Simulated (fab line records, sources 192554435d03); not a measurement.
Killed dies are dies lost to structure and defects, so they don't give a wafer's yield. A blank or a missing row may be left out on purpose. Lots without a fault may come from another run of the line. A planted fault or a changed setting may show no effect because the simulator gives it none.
Chamber matching | flow n5_finfet | N5_BEOL_M8_CVD_78 on cvd_co-01: 3 sister chambers
The step deposits Co from CCTBA/H2, target thk 2 nm, time 142.3 s. 6 wafers are shown with their chamber, then 7 later ones without.

WAFERS WITH THEIR CHAMBER
wafer  | chamber | run_length_s (s)
L521.4 | 2       | 165.7
L520.2 | 1       | 165.8
L520.4 | 0       | 165.1
L520.6 | 1       | 165.9
L523.1 | 2       | 165.0
L523.2 | 0       | 164.8

WAFERS WITHOUT THEIR CHAMBER
wafer  | run_length_s (s)
L523.6 | 165.5
L525.1 | 165.8
L525.2 | 165.3
L525.4 | 166.6
L526.1 | 164.5
L526.2 | 164.9
L526.4 | 165.3

WHICH CHAMBER EACH WENT THROUGH
wafer  | from the rows above          | in truth
L523.6 | can't be placed: 2 or 1 or 0 | 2
L525.1 | can't be placed: 1 or 2      | 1
L525.2 | can't be placed: 2 or 0 or 1 | 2
L525.4 | can't be placed: 1 or 2      | 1
L526.1 | can't be placed: 0 or 2      | 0
L526.2 | can't be placed: 0 or 2      | 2
L526.4 | can't be placed: 2 or 0 or 1 | 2
Placed correctly: 0 of 7. Can't be placed from these rows: 7 (the true chamber is among the candidates in 7). Placed wrongly: 0.
How it was worked out, from the rows above alone: a wafer's distance from a chamber is the root of the sum, over the readings, of the square of ((its reading less the chamber's mean) divided by the reading's scatter). The wafer belongs to the nearest chamber; if the next one is less than 2 further off, it can't be placed. A chamber's mean is the mean of its shown wafers. The scatter: the root of (the sum of the squares of (reading less its chamber's mean) over the shown wafers, divided by (wafers less chambers)).
